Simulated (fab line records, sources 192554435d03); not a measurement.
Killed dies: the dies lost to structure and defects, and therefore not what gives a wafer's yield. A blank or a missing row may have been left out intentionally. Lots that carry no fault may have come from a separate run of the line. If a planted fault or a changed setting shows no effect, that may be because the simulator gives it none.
Split-lot trial || flow n5Finfet || route with 1938 steps; 7 lots, 39 wafers read

## THE SPLIT ITSELF
At N5_PASSIVATION_ETCH_15 (etches SiCN in CF4/N2, target depth 75 nm, time 81.2 s), the setting targetDepthA was moved away from the recipe's 750 angstrom on 15 of the 39 wafers read, by +15.6% to +59.7%. All remaining wafers had this setting at the recipe value.

Reading taken at the split's own step.

## THE READING
etch.depthNm (the simulator's own value, which no gauge read), in nm, at N5_PASSIVATION_ETCH_15 (etches SiCN in CF4/N2, target depth 75 nm, time 81.2 s). There is no usual value for it anywhere in the file. Here, 24 wafers ran the recipe; their average is 65.20 nm with a standard deviation of 1.5 nm.

{"wafer": "L077.1", "tool, chamber at the split": "rieDiel-04, 3", "targetDepthA as run, angstrom": 750, "against the recipe": "recipe", "etch.depthNm, nm": 66.22, "against lot-mates on the recipe": "-"}
{"wafer": "L077.2", "tool, chamber at the split": "rieDiel-04, 0", "targetDepthA as run, angstrom": 750, "against the recipe": "recipe", "etch.depthNm, nm": 62.78, "against lot-mates on the recipe": "-"}
{"wafer": "L077.3", "tool, chamber at the split": "rieDiel-04, 2", "targetDepthA as run, angstrom": 750, "against the recipe": "recipe", "etch.depthNm, nm": 65.45, "against lot-mates on the recipe": "-"}
{"wafer": "L077.4", "tool, chamber at the split": "rieDiel-04, 1", "targetDepthA as run, angstrom": 750, "against the recipe": "recipe", "etch.depthNm, nm": 67.79, "against lot-mates on the recipe": "-"}
{"wafer": "L077.5", "tool, chamber at the split": "rieDiel-04, 2", "targetDepthA as run, angstrom": 750, "against the recipe": "recipe", "etch.depthNm, nm": 65.12, "against lot-mates on the recipe": "-"}
{"wafer": "L077.6", "tool, chamber at the split": "rieDiel-04, 3", "targetDepthA as run, angstrom": 750, "against the recipe": "recipe", "etch.depthNm, nm": 66.33, "against lot-mates on the recipe": "-"}
{"wafer": "L079.1", "tool, chamber at the split": "rieDiel-02, 2", "targetDepthA as run, angstrom": 1198, "against the recipe": "+59.7%", "etch.depthNm, nm": 105.4, "against lot-mates on the recipe": "+40.72"}
{"wafer": "L079.2", "tool, chamber at the split": "rieDiel-02, 3", "targetDepthA as run, angstrom": 750, "against the recipe": "recipe", "etch.depthNm, nm": 64, "against lot-mates on the recipe": "-"}
{"wafer": "L079.3", "tool, chamber at the split": "rieDiel-02, 1", "targetDepthA as run, angstrom": 1198, "against the recipe": "+59.7%", "etch.depthNm, nm": 103.2, "against lot-mates on the recipe": "+38.52"}
{"wafer": "L079.4", "tool, chamber at the split": "rieDiel-02, 0", "targetDepthA as run, angstrom": 750, "against the recipe": "recipe", "etch.depthNm, nm": 64.9, "against lot-mates on the recipe": "-"}
{"wafer": "L079.5", "tool, chamber at the split": "rieDiel-02, 0", "targetDepthA as run, angstrom": 1198, "against the recipe": "+59.7%", "etch.depthNm, nm": 105.2, "against lot-mates on the recipe": "+40.52"}
{"wafer": "L079.6", "tool, chamber at the split": "rieDiel-02, 1", "targetDepthA as run, angstrom": 750, "against the recipe": "recipe", "etch.depthNm, nm": 65.14, "against lot-mates on the recipe": "-"}
{"wafer": "L082.1", "tool, chamber at the split": "rieDiel-04, 0", "targetDepthA as run, angstrom": 998.2, "against the recipe": "+33.1%", "etch.depthNm, nm": 84.51, "against lot-mates on the recipe": "+17.88"}
{"wafer": "L082.2", "tool, chamber at the split": "rieDiel-04, 1", "targetDepthA as run, angstrom": 750, "against the recipe": "recipe", "etch.depthNm, nm": 67.46, "against lot-mates on the recipe": "-"}
{"wafer": "L082.3", "tool, chamber at the split": "rieDiel-04, 2", "targetDepthA as run, angstrom": 750, "against the recipe": "recipe", "etch.depthNm, nm": 65.19, "against lot-mates on the recipe": "-"}
{"wafer": "L082.4", "tool, chamber at the split": "rieDiel-04, 3", "targetDepthA as run, angstrom": 998.2, "against the recipe": "+33.1%", "etch.depthNm, nm": 88.93, "against lot-mates on the recipe": "+22.30"}
{"wafer": "L082.5", "tool, chamber at the split": "rieDiel-04, 1", "targetDepthA as run, angstrom": 750, "against the recipe": "recipe", "etch.depthNm, nm": 67.24, "against lot-mates on the recipe": "-"}
{"wafer": "L082.6", "tool, chamber at the split": "rieDiel-04, 0", "targetDepthA as run, angstrom": 998.2, "against the recipe": "+33.1%", "etch.depthNm, nm": 83.87, "against lot-mates on the recipe": "+17.24"}
{"wafer": "L089.1", "tool, chamber at the split": "rieDiel-03, 1", "targetDepthA as run, angstrom": 867.2, "against the recipe": "+15.6%", "etch.depthNm, nm": 77.1, "against lot-mates on the recipe": "+13.18"}
{"wafer": "L089.2", "tool, chamber at the split": "rieDiel-03, 2", "targetDepthA as run, angstrom": 867.2, "against the recipe": "+15.6%", "etch.depthNm, nm": 73.38, "against lot-mates on the recipe": "+9.46"}
{"wafer": "L089.3", "tool, chamber at the split": "rieDiel-03, 3", "targetDepthA as run, angstrom": 750, "against the recipe": "recipe", "etch.depthNm, nm": 64.71, "against lot-mates on the recipe": "-"}
{"wafer": "L089.4", "tool, chamber at the split": "rieDiel-03, 0", "targetDepthA as run, angstrom": 750, "against the recipe": "recipe", "etch.depthNm, nm": 63.76, "against lot-mates on the recipe": "-"}
{"wafer": "L089.5", "tool, chamber at the split": "rieDiel-03, 3", "targetDepthA as run, angstrom": 867.2, "against the recipe": "+15.6%", "etch.depthNm, nm": 74.64, "against lot-mates on the recipe": "+10.72"}
{"wafer": "L089.6", "tool, chamber at the split": "rieDiel-03, 0", "targetDepthA as run, angstrom": 750, "against the recipe": "recipe", "etch.depthNm, nm": 63.3, "against lot-mates on the recipe": "-"}
{"wafer": "L088.1", "tool, chamber at the split": "rieDiel-02, 2", "targetDepthA as run, angstrom": 1101, "against the recipe": "+46.8%", "etch.depthNm, nm": 97.55, "against lot-mates on the recipe": "+33.17"}
{"wafer": "L088.2", "tool, chamber at the split": "rieDiel-02, 1", "targetDepthA as run, angstrom": 1101, "against the recipe": "+46.8%", "etch.depthNm, nm": 96, "against lot-mates on the recipe": "+31.62"}
{"wafer": "L088.3", "tool, chamber at the split": "rieDiel-02, 0", "targetDepthA as run, angstrom": 1101, "against the recipe": "+46.8%", "etch.depthNm, nm": 95.8, "against lot-mates on the recipe": "+31.42"}
{"wafer": "L088.4", "tool, chamber at the split": "rieDiel-02, 3", "targetDepthA as run, angstrom": 750, "against the recipe": "recipe", "etch.depthNm, nm": 63.81, "against lot-mates on the recipe": "-"}
{"wafer": "L088.5", "tool, chamber at the split": "rieDiel-02, 2", "targetDepthA as run, angstrom": 750, "against the recipe": "recipe", "etch.depthNm, nm": 66.13, "against lot-mates on the recipe": "-"}
{"wafer": "L088.6", "tool, chamber at the split": "rieDiel-02, 3", "targetDepthA as run, angstrom": 750, "against the recipe": "recipe", "etch.depthNm, nm": 63.2, "against lot-mates on the recipe": "-"}
{"wafer": "L094.1", "tool, chamber at the split": "rieDiel-04, 3", "targetDepthA as run, angstrom": 750, "against the recipe": "recipe", "etch.depthNm, nm": 66.76, "against lot-mates on the recipe": "-"}
{"wafer": "L094.2", "tool, chamber at the split": "rieDiel-04, 2", "targetDepthA as run, angstrom": 750, "against the recipe": "recipe", "etch.depthNm, nm": 64.5, "against lot-mates on the recipe": "-"}
{"wafer": "L094.3", "tool, chamber at the split": "rieDiel-04, 0", "targetDepthA as run, angstrom": 750, "against the recipe": "recipe", "etch.depthNm, nm": 62.92, "against lot-mates on the recipe": "-"}
{"wafer": "L094.4", "tool, chamber at the split": "rieDiel-04, 1", "targetDepthA as run, angstrom": 1171, "against the recipe": "+56.1%", "etch.depthNm, nm": 105.3, "against lot-mates on the recipe": "+40.57"}
{"wafer": "L094.5", "tool, chamber at the split": "rieDiel-04, 3", "targetDepthA as run, angstrom": 1171, "against the recipe": "+56.1%", "etch.depthNm, nm": 103.3, "against lot-mates on the recipe": "+38.57"}
{"wafer": "L094.6", "tool, chamber at the split": "rieDiel-04, 2", "targetDepthA as run, angstrom": 1171, "against the recipe": "+56.1%", "etch.depthNm, nm": 101, "against lot-mates on the recipe": "+36.27"}
{"wafer": "L095.1", "tool, chamber at the split": "rieDiel-04, 0", "targetDepthA as run, angstrom": 750, "against the recipe": "recipe", "etch.depthNm, nm": 63.79, "against lot-mates on the recipe": "-"}
{"wafer": "L095.2", "tool, chamber at the split": "rieDiel-04, 3", "targetDepthA as run, angstrom": 750, "against the recipe": "recipe", "etch.depthNm, nm": 67.12, "against lot-mates on the recipe": "-"}
{"wafer": "L095.4", "tool, chamber at the split": "rieDiel-04, 1", "targetDepthA as run, angstrom": 750, "against the recipe": "recipe", "etch.depthNm, nm": 67.28, "against lot-mates on the recipe": "-"}

FIT RESULTS
A straight line over all 39 wafers: etch.depthNm changes by +0.664 nm for each +1% of targetDepthA; r = +0.99; the points scatter about the line by 1.7 nm.
The same after taking each lot's own level away (the mean of its wafers on the recipe; 39 wafers): +0.67 nm for each +1%; r = +0.99; scatter 1.7 nm.
That fit puts the effect of the largest move of targetDepthA on the reading at 40 nm.
The lots' own levels span 63.923 to 66.630 nm, that is 1.8 times the standard deviation above.
The two slopes are in agreement: the lot-to-lot level therefore moves the slope only a little.
Check: for one of the wafers moved furthest among these (+59.7%), held out of the fit, the line's prediction against its lot-mates is +39.9 nm. Against them it came out at +40.7 nm.

## ADDITIONAL SPLITS CARRIED BY THESE WAFERS
Other splits were also applied to these wafers ahead of the reading. Each is held against what the fit with the lots' levels taken away leaves over:
{"other split on the same wafers": "N5_BEOL_M11_TRENCH_ETCH_37 targetDepthA", "wafers away from the commonest value": 15, "r with etch.depthNm (lot level and that fit taken away)": "+0.09"}
{"other split on the same wafers": "N5_BEOL_M14_DESCUM_33 timeS", "wafers away from the commonest value": 12, "r with etch.depthNm (lot level and that fit taken away)": "+0.05"}

## FILE'S OWN FIT
etch.depthNm changes by +0.668 nm for each +1% of targetDepthA, r = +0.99.
